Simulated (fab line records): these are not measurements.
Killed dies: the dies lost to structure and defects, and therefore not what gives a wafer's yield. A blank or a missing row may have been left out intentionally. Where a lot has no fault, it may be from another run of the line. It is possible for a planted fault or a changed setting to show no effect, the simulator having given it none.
A single fault, viewed from 2 desks :: flow n5 finfet :: what lay behind the numbers comes last; until then each desk has only its own

== METROLOGY DESK ==
What the gauges read, lot by lot, whatever tool the lot ran on: means of the sampled wafers that have a number. The brackets show how far a lot's mean lies from the usual mean; more than 4 standard deviations puts the lot out of limits, marked OUT. Shown here are 7 of its 10 readings, the ones lying furthest out on some lot.
Columns: A = DIBL_N at N5_BEOL_M4_RC_MEAS_101, usual 35.9 mV/V; B = IOFF_P at N5_BEOL_M4_RC_MEAS_101, usual 0.21 nA/um; C = ION_N at N5_BEOL_M4_RC_MEAS_101, usual 674 uA/um; D = ION_P at N5_BEOL_M4_RC_MEAS_101, usual 463 uA/um; E = SS_N at N5_BEOL_M4_RC_MEAS_101, usual 71.3 mV/dec; F = SS_P at N5_BEOL_M4_RC_MEAS_101, usual 73.1 mV/dec; G = VT_P at N5_BEOL_M4_RC_MEAS_101, usual -251 mV
lot: L662
first seen here: day 8 09:34
A: 34.2
B: 0.20
C: 667
D: 464
E: 71.3
F: 72.4
G: -250

lot: L664
first seen here: day 8 18:11
A: 36.6
B: 0.22
C: 679
D: 470
E: 71.7
F: 73.7
G: -249

lot: L666
first seen here: day 9 18:02
A: 37.6
B: 0.23
C: 684
D: 467
E: 71.8
F: 72.7
G: -249

lot: L670
first seen here: day 11 00:13
A: 34.1
B: 0.15
C: 657
D: 454
E: 70.4
F: 72.6
G: -256

lot: L672
first seen here: day 11 06:11
A: 36.1
B: 0.23
C: 678
D: 465
E: 71.4
F: 73.2
G: -248

lot: L673
first seen here: day 11 15:34
A: 33.3
B: 0.17
C: 667
D: 459
E: 71.0
F: 72.4
G: -253

lot: L677
first seen here: day 12 07:35
A: 33.3
B: 0.18
C: 669
D: 465
E: 70.6
F: 71.9
G: -250

lot: L676
first seen here: day 12 10:49
A: 37.0
B: 0.20
C: 676
D: 458
E: 71.6
F: 73.6
G: -252

lot: L679
first seen here: day 13 04:11
A: 34.1
B: 0.19
C: 665
D: 460
E: 70.5
F: 72.6
G: -249

lot: L680
first seen here: day 13 05:05
A: 36.4
B: 0.23
C: 678
D: 468
E: 71.3
F: 73.1
G: -247
Result from this desk: across the 10 lots, nothing is out of limits.

== FOR THE TOOL OWNER'S DESK: litho track-01 ==
The tool's own readings at N5_DUMMY_GATE_COAT_09 (resist thk 30 nm): means of the sampled wafers that have a number, for each lot that ran on this tool. The brackets show how far a lot's mean lies from the usual mean; more than 4 standard deviations puts the lot out of limits, marked OUT.
Columns: A = chill plate temp C at N5_DUMMY_GATE_COAT_09, usual 23.01 C; B = spin speed rpm at N5_DUMMY_GATE_COAT_09, usual 1500.0 rpm
lot: L664
first seen here: day 3 21:43
A: 22.99
B: 1499.0

lot: L666
first seen here: day 4 11:02
A: 22.93
B: 1499.2

lot: L672
first seen here: day 6 01:58
A: 23.07
B: 1238.4 (-99 or more) OUT

lot: L673
first seen here: day 6 09:53
A: 22.96
B: 1238.9 (-99 or more) OUT
This desk finds L672, L673 out of limits, L672 being first, at day 6 01:58 (spin speed rpm at N5_DUMMY_GATE_COAT_09). Within limits: L664, L666.

== TAKEN TOGETHER ==
The tool owner's desk could have raised an alarm at day 6 01:58, on L672, L673.
The metrology desk saw nothing out of limits.
The metrology desk has L672, L673 on record, within its limits.
All the named lots went through N5_DUMMY_GATE_COAT_09 on litho track-01.

== WHAT THE SIMULATOR HAD PUT IN ==
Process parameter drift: litho track-01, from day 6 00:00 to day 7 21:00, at N5_DUMMY_GATE_COAT_09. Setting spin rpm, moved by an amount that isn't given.
Shown lots that were struck: L672, L673.
Time in hours from fault onset to the first out-of-limits reading at each desk: the tool owner's desk, 2.
